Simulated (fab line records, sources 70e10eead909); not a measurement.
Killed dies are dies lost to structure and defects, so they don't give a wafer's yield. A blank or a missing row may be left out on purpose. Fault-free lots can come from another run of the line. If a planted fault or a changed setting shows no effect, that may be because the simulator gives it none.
Chamber matching ; flow nand-harc ; NHARC_P_BONDPAD_CMP_19 on cmp-02: 4 sister chambers
The step polishes, t overpolish 30 s, cu recess touch 16 s, target thk 160.81 nm. 4 wafers are shown with their chamber, then 7 later ones without.

## WAFERS, EACH WITH ITS CHAMBER
wafer;chamber;motor-current-A (A)
L085.2;0;13.3
L085.6;3;12.3
L088.1;2;11.0
L088.3;1;10.8

## WAFERS MISSING THEIR CHAMBER
wafer;motor-current-A (A)
L088.6;13.1
L093.1;11.7
L093.3;10.2
L093.4;12.3
L097.1;12.8
L097.2;10.1
L097.4;13.4

## EACH ONE'S CHAMBER
wafer;from the rows above;in truth
L088.6;can't be placed: 0 or 3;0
L093.1;can't be placed: 3 or 2 or 1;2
L093.3;can't be placed: 1 or 2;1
L093.4;3;3
L097.1;can't be placed: 0 or 3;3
L097.2;can't be placed: 1 or 2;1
L097.4;0;0
Correctly placed: 2 of 7. Cannot be placed on the basis of these rows: 5; the candidates contain the true chamber in 5. Number placed wrongly: 0.
How it was worked out, from the rows above alone: a wafer's distance from a chamber is the root of the sum, over the readings, of the square of ((its reading less the chamber's mean) divided by the reading's scatter). If the next closest chamber is less than 2 further off than the closest, the wafer can't be placed; otherwise it belongs to the closest. A chamber's mean is the mean of its shown wafers. The scatter (one wafer shown for each chamber): square how far every hidden wafer sits from the nearest shown wafer, average those squares and take the square root.
